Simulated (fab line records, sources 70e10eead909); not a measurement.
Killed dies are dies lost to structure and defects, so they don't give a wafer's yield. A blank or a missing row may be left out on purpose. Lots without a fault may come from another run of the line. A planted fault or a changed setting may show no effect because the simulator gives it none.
A struck lot beside a sound one | flow nand_harc | 14 steps out of a route of 1159
Sound: wafers L641.2, L641.4, L641.5. Struck: wafers L636.4, L636.5, L636.6. The cause comes at the end.
At each step with rows: each side's tool, then ch and its chambers, then its first start. Under that, the readings that differ: sound wafers | struck wafers | difference of the means | sigmas: that difference in standard deviations of wafers without a fault.
alike: readings whose means differ by less than 2 such deviations, and words and numbers that are the same on both sides. not compared: withheld readings, readings that some wafer has no value for, bounds like >300 that may hide the same value, and numbers for which the record gives no deviation and whose values overlap.
The two part at a step that has a row with sigmas, a row that says differs or no value, or rows on one side only. Numbers that don't overlap but have no deviation are shown without sigmas and don't part them. A reading that every wafer of one side lacks parts them only if that side has two wafers or more.

first, 5 steps without rows for these wafers: NHARC_P_GATE_SOFTBAKE_86 (time 95 s); NHARC_P_GATE_EBR_87; NHARC_P_GATE_EXPOSE_88 (exposes mask P HVN, target cd 2000 nm); NHARC_P_GATE_PEB_89 (peb time 85 s); NHARC_P_GATE_DEVELOP_90 (time 70 s).
NHARC_P_GATE_CD_MEAS_91: target cd 2000 nm.
  sound on cd_sem-03 ch 0, day 9 05:19; struck on cd_sem-01 ch 0, day 7 17:15
  alike: cd_nm
then, 1 step without rows for these wafers: NHARC_P_GATE_HARDBAKE_92 (time 80 s).
NHARC_P_GATE_DESCUM_93: chemistry O2, time 3 s.
  sound on rie_diel-02 ch 0,1, day 9 05:28; struck on rie_diel-02 ch 1,2,3, day 7 17:26
  alike: drypump_motor_current_A, oes_product_au, rf_vpp_V, showerhead_plenum_p_Torr, throttle_valve_pct
  not compared: rf_hours_counter_h
then, 1 step without rows for these wafers: NHARC_P_GATE_IMPLANT_94.
NHARC_P_GATE_STRIP_113: strips in N2/H2, time 740 s.
  sound on plasma_asher-02 ch 0,1, day 9 05:50; struck on plasma_asher-01 ch 0,1, day 7 18:27
  alike: drypump_motor_current_A, heater_power_w
  not compared: rf_hours_counter_h
NHARC_P_GATE_STRIP_95: strips in O2.
  sound on plasma_asher-02 ch 0,1, day 9 06:32; struck on plasma_asher-01 ch 0,1, day 7 18:57
  alike: drypump_motor_current_A, heater_power_w
  not compared: rf_hours_counter_h
then, 1 step without rows for these wafers: NHARC_P_GATE_STRIP_96 (strips in SPM, time 900 s).
NHARC_P_GATE_RTA_64: time 1 s.
  sound on rtp_anneal-01 ch 0, day 9 07:08; struck on rtp_anneal-01, day 7 19:49
  no value came back on the struck wafers for anneal_temp_c_max, lamp_power_pct (%), lamp_zone_1_pct (%), wafer_temp_C_max; on the sound wafers anneal_temp_c_max reads 1060.2 1057.1 1059.7
then, 1 step without rows for these wafers: NHARC_P_GATE_ETCH_77 (etches SiO2 in dHF, target depth 6 nm).

WHERE THEY PART
Only at NHARC_P_GATE_RTA_64, within this record.

WHY: what the simulator had put in
Skipped step whole: rtp_anneal-01, from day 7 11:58 on, at NHARC_P_GATE_RTA_64. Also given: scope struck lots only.
